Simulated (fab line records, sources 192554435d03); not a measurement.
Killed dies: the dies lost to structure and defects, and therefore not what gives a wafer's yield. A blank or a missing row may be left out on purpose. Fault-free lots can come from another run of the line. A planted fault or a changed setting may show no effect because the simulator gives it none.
fab line records | flow n5-finfet
record lots=3 wafers=7 last-day=17
route steps=1938 shown BEOL_M1@832 BEOL_M2@841 BEOL_M4@1111 PASSIVATION@1936
lots that met no fault: from a run of the same line without faults
start-h: start of the lot's first displayed wafer, in hours after the record's first day | wait-h: how many hours have passed since the lot's step before this one | " as in the row above | L1.1+2: several wafers, shown together as one row | - either no value or no given start | * or withheld: withheld | < > ~ a bound
route shown NAME@n: a module of which the file shows steps, and the number in the route of the first | usual: mean and standard deviation over wafers with no fault | same: alike in all rows | chamber/n: place in a boat | sites: readings site by site | _std_site: standard deviation across them | _edge_site: mean of outer sites minus mean of inner sites | radius-mm: for every site, how far away it sits from the centre of the wafer | mask NAME#n: copy n | behind: tool/chamber where the wafer was last shaped | hold: why the lot was held/for how many hours/how that ended | device: transistor that didn't switch, given as n, p or np | end of line: tests run on the same wafers once the route is complete | a step given without rows: its recipe and nothing more | killed: count of dies lost to structure and defects at first sort (not the wafer's yield) | map: shows each die of a wafer: x if killed, . if not, _ if none is there
set.NAME: the setting the step ran with; set.NAME@STEP: the setting that earlier step ran with | model.NAME: the simulator's own value behind a step, which no gauge read
a table for each step, a row for each wafer; lots at some steps of the route
services: from which hour (start-h, from the record's first day; less than 0 if before it) a tool's chamber was out of use, for how many hours, and why
## steps
# step N5_BEOL_M1_ANNEAL_51
# recipe temp-c=225 time-s=90 ambient=N2
# step N5_BEOL_M1_CMP_52
# recipe stop-on=SiOC t-overpolish-s=6.8 down-force-psi=1 platen-rpm=50 clearing-platen-down-force-psi=1.5 clearing-platen-rpm=50 post-cmp-clean=cu-alkaline target-thk-nm=40 clearing-platen-pad-velocity-m-s=0.99484 pad-velocity-m-s=0.99484
# step N5_BEOL_M1_PRE_CLEAN_60
# recipe gas=NH3/H2 time-s=15 temp-c=* rf-power-w=300
# step N5_BEOL_M1_CO_CAP_55
# recipe material=Co target-thk-a=20 temp-c=200 precursor=CCTBA/H2 pressure-torr=30 time-s=102.1
# step N5_BEOL_M1_PRE_CLEAN_56
# recipe gas=NH3 time-s=15 temp-c=withheld rf-power-w=300
# step N5_BEOL_M1_DEP_57
# recipe material=SiCN target-thk-a=80 temp-c=withheld precursor=3MS/NH3 pressure-torr=3 rf-w=202 time-s=14
# step N5_BEOL_M2_ILD_DEP_00
# recipe material=SiOC target-thk-a=790 temp-c=350 precursor=DEMS/O2 pressure-torr=5 rf-w=500 time-s=15.3
# step N5_BEOL_M2_PECVD_72
# recipe material=SiO2 target-thk-a=160 temp-c=400 precursor=TEOS/O2 pressure-torr=5.5 rf-w=450 teos-flow-sccm=53.8 gas=O2 flow-sccm=3000 time-s=18
# step N5_BEOL_M2_HM_DEP_02
# recipe material=TiN target-thk-a=200 temp-c=25 chamber-pressure-pa=0.49996
# usual throttle-valve-pct=30.3/0.94
# columns lot.wafer tool chamber start-h wait-h throttle-valve-pct model.TiN_of_BEOL_M2_HM_DEP_02.thk-nm
L484.2 pvd-sputter-02 - 164.17 2.9 30.2 20.2
L484.5 " - " " 29.5 20.6
L484.6 " - " " 32.0 19.8
L490.1 pvd-sputter-02 - 203.00 0.1 31.8 26
L490.4 " - " " 30.1 19.6
L499.1 pvd-sputter-01 - 264.10 0.9 31.7 19.8
L499.5 " - " " 28.6 19.6
# step N5_BEOL_M2_COAT_61
# recipe resist=SOC temp-c=250 time-s=60 spin-rpm=1500 resist-thk-nm=60
# step N5_BEOL_M2_COAT_62
# recipe resist=SiARC temp-c=220 time-s=60 spin-rpm=1500 resist-thk-nm=12
# step N5_BEOL_M2_COAT_73
# recipe resist=underlayer temp-c=205 time-s=60 spin-rpm=1500 resist-thk-nm=5
# step N5_BEOL_M2_COAT_05
# recipe resist=CAR-EUV spin-rpm=1500 resist-thk-nm=30
# step N5_BEOL_M2_EBR_07
# recipe solvent=PGMEA ebr-width-mm=1.5
# step N5_BEOL_M2_SOFTBAKE_06
# recipe temp-c=110 time-s=60 resist=CAR-EUV
# step N5_BEOL_M2_EXPOSE_08
# recipe mask-id=M2 na=0.33 source-shape=dipole sigma-inner=0.369 sigma-outer=0.767 polarization=unpolarized dose-mj=41.25
# step N5_BEOL_M2_PEB_09
# recipe peb-temp-c=100 peb-time-s=60 resist=CAR-EUV
# step N5_BEOL_M2_DEVELOP_10
# recipe develop-time-s=30 developer=TMAH resist=CAR-EUV rinse-liquid=surfactant-rinse dry=air-spin dev-temp-c=23
# step N5_BEOL_M2_DESCUM_16
# recipe chemistry=O2 time-s=7 source-power-w=50 bias-power-w=20 pressure-mtorr=20 rf-frequency-hz=2.712e+07 temp-c=40 resist=CAR-EUV o2-flow-sccm=225
# step N5_BEOL_M2_ETCH_74
# recipe chemistry=N2/H2 target=underlayer target-depth-a=65 mask-material=CAR-EUV time-s=5.2 ion-energy-ev=200 pressure-mtorr=30 source-w=840 bias-w=150 n2-flow-sccm=200 h2-flow-sccm=200 ends=cleared
# step N5_BEOL_M2_ETCH_63
# recipe chemistry=CF4 target=SiARC target-depth-a=156 mask-material=CAR-EUV time-s=26 ion-energy-ev=80 pressure-mtorr=40 source-w=545 bias-w=36 Ar_flow_sccm=100 cf4-flow-sccm=100 ends=cleared
# step N5_BEOL_M2_ETCH_64
# recipe chemistry=N2/H2 target=SOC target-depth-a=750 overetch-a=225 mask-material=SiARC temp-c=40 time-s=121.9 ion-energy-ev=200 pressure-mtorr=30 source-w=840 bias-w=150 n2-flow-sccm=200 h2-flow-sccm=200
# step N5_BEOL_M2_STRIP_65
# recipe chemistry=N2/H2 temp-c=40 n2-flow-sccm=200 h2-flow-sccm=200 rf-frequency-hz=6e+07
# step N5_BEOL_M2_STRIP_75
# recipe chemistry=N2/H2 temp-c=40 n2-flow-sccm=200 h2-flow-sccm=200 rf-frequency-hz=6e+07
# step N5_BEOL_M2_STRIP_66
# recipe chemistry=CF4 resist=SiARC power-w=300 bias-power-w=75 pressure-mtorr=50 cf4-flow-sccm=150 rf-frequency-hz=6e+07
# step N5_BEOL_M2_HM_OPEN_17
# recipe chemistry=Cl2/BCl3 target-depth-a=200 overetch-a=60 target=TiN mask-material=SOC ion-energy-ev=150 pressure-mtorr=10 icp-w=1000 bias-w=126 Cl2_flow_sccm=53.25 bcl3-flow-sccm=21.75 Ar_flow_sccm=25
# usual drypump-motor-current-A=5.64/0.26 mfc-ar-sccm=25.00/0.067 oes-product-au=0.68/0.12 throttle-valve-pct=22.44/0.19
# columns lot.wafer tool chamber start-h wait-h drypump-motor-current-A mfc-ar-sccm oes-product-au rf-hours-counter-h throttle-valve-pct model.etch.depth-nm
L484.2 rie-metal-01 1 165.66 0.0 5.85 25.02 0.82 3 22.74 20.15
L484.5 " 1 " " 5.86 24.97 0.83 - 22.74 20.67
L484.6 " 0 " " 5.38 24.91 0.73 - 22.48 19.88
L490.1 rie-metal-01 0 203.77 0.0 5.38 25.00 0.85 15 22.27 26.08
L490.4 " 0 " " 5.39 24.96 0.73 - 22.49 19.51
L499.1 rie-metal-01 1 264.99 0.0 5.83 24.96 0.77 10 22.78 19.75
L499.5 " 1 " " 5.86 24.92 0.76 - 22.78 19.58
# step N5_BEOL_M2_STRIP_19
# recipe chemistry=O2 power-w=400 temp-c=40 pressure-mtorr=30 rf-frequency-hz=6e+07 bias-power-w=0 overash-fraction=0.2 o2-flow-sccm=225
# step N5_BEOL_M2_COAT_67
# recipe resist=SOC temp-c=250 time-s=60 spin-rpm=1500 resist-thk-nm=60
# step N5_BEOL_M2_COAT_68
# recipe resist=SiARC temp-c=220 time-s=60 spin-rpm=1500 resist-thk-nm=12
# step N5_BEOL_M2_COAT_76
# recipe resist=underlayer temp-c=205 time-s=60 spin-rpm=1500 resist-thk-nm=5
# step N5_BEOL_M2_COAT_22
# recipe resist=CAR-EUV spin-rpm=1500 resist-thk-nm=30
# step N5_BEOL_M2_EBR_24
# recipe solvent=PGMEA ebr-width-mm=1.5
# step N5_BEOL_M2_SOFTBAKE_23
# recipe temp-c=110 time-s=60 resist=CAR-EUV
# step N5_BEOL_M2_EXPOSE_25
# recipe mask-id=V1 na=0.33 source-shape=quasar sigma-inner=0.2 sigma-outer=0.8 polarization=unpolarized defocus-nm=5 dose-mj=63
# step N5_BEOL_M2_TRENCH_ETCH_37
# recipe chemistry=C4F6/O2 target-depth-a=555.55 target=SiOC time-s=29.2 ion-energy-ev=250 pressure-mtorr=30 source-w=355 bias-w=185 Ar_flow_sccm=300 C4F6_flow_sccm=10 O2_flow_sccm=10
# usual C4F6_flow_sccm=10.000/0.029 drypump-motor-current-A=5.8/0.39 mfc-ar-sccm=300.1/0.96 oes-product-au=0.82/0.099 rf-vpp-V=673/22 showerhead-plenum-p-Torr=2.87/0.066 throttle-valve-pct=20.78/0.23
# columns lot.wafer tool chamber start-h wait-h C4F6_flow_sccm drypump-motor-current-A mfc-ar-sccm oes-product-au rf-hours-counter-h rf-vpp-V showerhead-plenum-p-Torr throttle-valve-pct model.TiN_of_BEOL_M2_HM_DEP_02.thk-nm
L484.2 rie-diel-05 2 - - 9.968 5.7 298.7 0.78 121 688 2.95 20.72 17.8
L484.5 " 1 " " 9.993 6.1 300.3 0.88 - 665 2.90 20.52 18.2
L484.6 " 2 " " 9.990 5.7 299.4 0.77 - 689 2.95 20.74 17.4
L490.1 rie-diel-05 2 - - 10.017 5.7 301.0 0.76 137 688 2.95 20.75 23.6
L490.4 " 0 " " 9.924 5.3 300.1 0.88 25 680 2.79 20.78 17.2
L499.1 rie-diel-04 0 - - 9.969 5.4 299.7 0.89 26 695 2.92 20.89 17.4
L499.5 " 1 " " 10.031 5.4 300.7 0.95 - 658 2.88 20.50 17.2
# step N5_BEOL_M4_RC_MEAS_101
# usual DIBL_N=36.1/2 DIBL_P=36.3/2.5 IOFF_N=0.16/0.037 IOFF_P=0.21/0.039 ION_N=678/15 ION_P=465/8.7 SS_N=71.4/0.7 SS_P=73.3/0.74 VT_N=249/3.6 VT_P=-250.0/2.9
# columns lot.wafer tool chamber start-h wait-h DIBL_N[mV/V] DIBL_P[mV/V] IOFF_N[nA/um] IOFF_P[nA/um] ION_N[uA/um] ION_P[uA/um] SS_N[mV/dec] SS_P[mV/dec] VT_N[mV] VT_P[mV]
L484.2 prober-01 0 198.62 0.3 35.9 36.7 0.17 0.19 696 466 71.3 73.4 249 -250.6
L484.5 " 0 " " 33.3 33.6 0.12 0.16 678 460 70.2 72.2 251 -255.6
L484.6 " 0 " " 34.7 36.6 0.15 0.21 692 477 71.9 73.4 248 -249.1
L490.1 prober-02 0 256.28 0.0 35.6 35.2 0.17 0.19 685 467 71.0 72.9 248 -252.2
L490.4 " 0 " " 34.7 34.0 0.14 0.19 658 453 71.0 72.8 250 -252.1
L499.1 prober-02 0 306.06 0.0 36.8 38.6 0.19 0.22 713 477 71.3 74.0 245 -247.3
L499.5 " 0 " " 36.4 38.1 0.18 0.21 700 469 70.8 73.5 247 -251.2
# step N5_PASSIVATION_PROBE_49
# usual defect-limited-yield=91.1/1.3 killed_at_M0_to_M3=32/9.7 killed_at_M4_up=16/6 killed-at-contacts=12/5.9 killed-at-front-end=41/11 killed-at-other=4/3.1 killed-dies=104/16 killed-open=68/12 killed-short=34/7.4 sort_bin_5_function=5.1/0.85 sort_bin_6_memory=3.3/0.66 sort-n-pass=1075/16 sort-yield-pct=91.1/1.4
# same gross-dies=1180 killed-at-back-side=0 sort_bin_4_leakage[%]=0 sort_bin_8_speed[%]=0
# columns lot.wafer tool chamber start-h wait-h defect-limited-yield[%] killed_at_M0_to_M3 killed_at_M4_up killed-at-contacts killed-at-front-end killed-at-other killed-dies killed-open killed-short sort_bin_5_function[%] sort_bin_6_memory[%] sort-n-pass sort-yield-pct[%]
L490.1 prober-01 - 367.56 0.0 89.3 38 9 2 68 9 126 78 36 5.7 3.7 1054 89.3
# killed by level:class
L490.1 FIN_SAQP:geometric-particle:open=18 BEOL_M2:geometric-particle:open=12 FIN_SAQP:geometric-particle:short=11 HKMG_FIN:area-etch=10 GATE_CUT:geometric-particle:open=8 BEOL_M0:geometric-particle:open=7 BEOL_M0_SAQP:geometric-particle:open=7 GATE_CUT:geometric-particle:short=6
## services
# columns tool chamber start-h hours kind
rie-metal-01 - 158.39 2.1 repair
rie-diel-05 0 167.07 5.0 repair
rie-diel-04 2 175.54 3.6 repair
rie-diel-05 1 183.42 12.0 repair
rie-diel-04 0 197.28 - clean
rie-diel-04 0 197.28 - consumable-replace:focus-ring
rie-diel-04 0 197.28 12.2 scheduled-down
rie-diel-04 0 197.28 12.2 vent-cycle
rie-diel-05 - 205.16 0.7 repair
rie-diel-05 - 218.37 0.1 repair
rie-diel-04 1 229.60 - clean
rie-diel-04 1 229.60 - consumable-replace:focus-ring
rie-diel-04 1 229.60 21.3 scheduled-down
rie-diel-04 1 229.60 21.3 vent-cycle
rie-diel-05 3 242.46 40.9 repair
rie-diel-04 3 250.90 - clean
rie-diel-04 3 250.90 - consumable-replace:focus-ring
rie-diel-04 3 250.90 25.0 scheduled-down
rie-diel-04 3 250.90 25.0 vent-cycle
rie-diel-04 1 252.29 3.0 repair
## key
first-sign none at tools or gauges
model-effect step=N5_BEOL_M2_HM_DEP_02 value=TiN_of_BEOL_M2_HM_DEP_02.thk-nm without=19.6 struck=26
model-effect step=N5_BEOL_M2_HM_OPEN_17 value=etch.depth-nm without=19.56 struck=26.08
model-effect step=N5_BEOL_M2_TRENCH_ETCH_37 value=TiN_of_BEOL_M2_HM_DEP_02.thk-nm without=17.2 struck=23.6
met-at N5_BEOL_M2_HM_DEP_02
struck-wafers L490.1
baseline-loss step=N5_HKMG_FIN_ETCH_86 wafers=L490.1
onset-between 164.17 203.00
fault kind=process-parameter-drift tool=pvd-sputter-02 chamber=- onset-h=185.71 steps=N5_BEOL_M2_HM_DEP_02 channel=target-thk-a offset=* shape=step end-h=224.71 scope=struck-wafers-only acts-in=* stated=*
# baseline-loss: these wafers lose ten dies or more at that step, a loss of the line's own and not of a fault; the sort's usual values leave them out
